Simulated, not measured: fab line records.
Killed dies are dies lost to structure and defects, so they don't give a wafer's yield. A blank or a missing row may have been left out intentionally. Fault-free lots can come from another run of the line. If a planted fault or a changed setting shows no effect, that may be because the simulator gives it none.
Chamber matching / flow n5_finfet / 4 sister chambers for N5_BEOL_M4_CMP_52 on cmp-04
The step polishes, stops on SiOC, t overpolish 6.8 s, target thk 40 nm. 4 wafers are shown with their chamber, then 6 later ones without.

WAFERS WITH THEIR CHAMBER
wafer=L580.6; chamber=0; motor_current_A (A)=6.2
wafer=L582.1; chamber=2; motor_current_A (A)=6.8
wafer=L583.2; chamber=1; motor_current_A (A)=7.6
wafer=L583.5; chamber=3; motor_current_A (A)=6.3

WAFERS WITH NO CHAMBER GIVEN
wafer=L583.6; motor_current_A (A)=6.0
wafer=L590.4; motor_current_A (A)=7.8
wafer=L590.5; motor_current_A (A)=6.5
wafer=L591.1; motor_current_A (A)=6.2
wafer=L591.3; motor_current_A (A)=6.4
wafer=L591.4; motor_current_A (A)=7.3

THE CHAMBER EACH PASSED THROUGH
wafer=L583.6; from the rows above=can't be placed: 0 or 3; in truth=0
wafer=L590.4; from the rows above=1; in truth=1
wafer=L590.5; from the rows above=can't be placed: 3 or 0 or 2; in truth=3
wafer=L591.1; from the rows above=can't be placed: 0 or 3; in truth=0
wafer=L591.3; from the rows above=can't be placed: 3 or 0 or 2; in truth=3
wafer=L591.4; from the rows above=can't be placed: 1 or 2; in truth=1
1 of 6 placed correctly. Can't be placed from these rows: 5 (the true chamber is among the candidates in 5). Number placed wrongly: 0.
How it was worked out, from the rows above alone: a wafer's distance from a chamber is the root of the sum, over the readings, of the square of ((its reading less the chamber's mean) divided by the reading's scatter). The wafer belongs to the nearest chamber; if the next one is less than 2 further off, it can't be placed. A chamber's mean is the mean of its shown wafers. The scatter: with one shown wafer a chamber, the root of the mean of the squares of how far each hidden wafer lies from its nearest shown one.
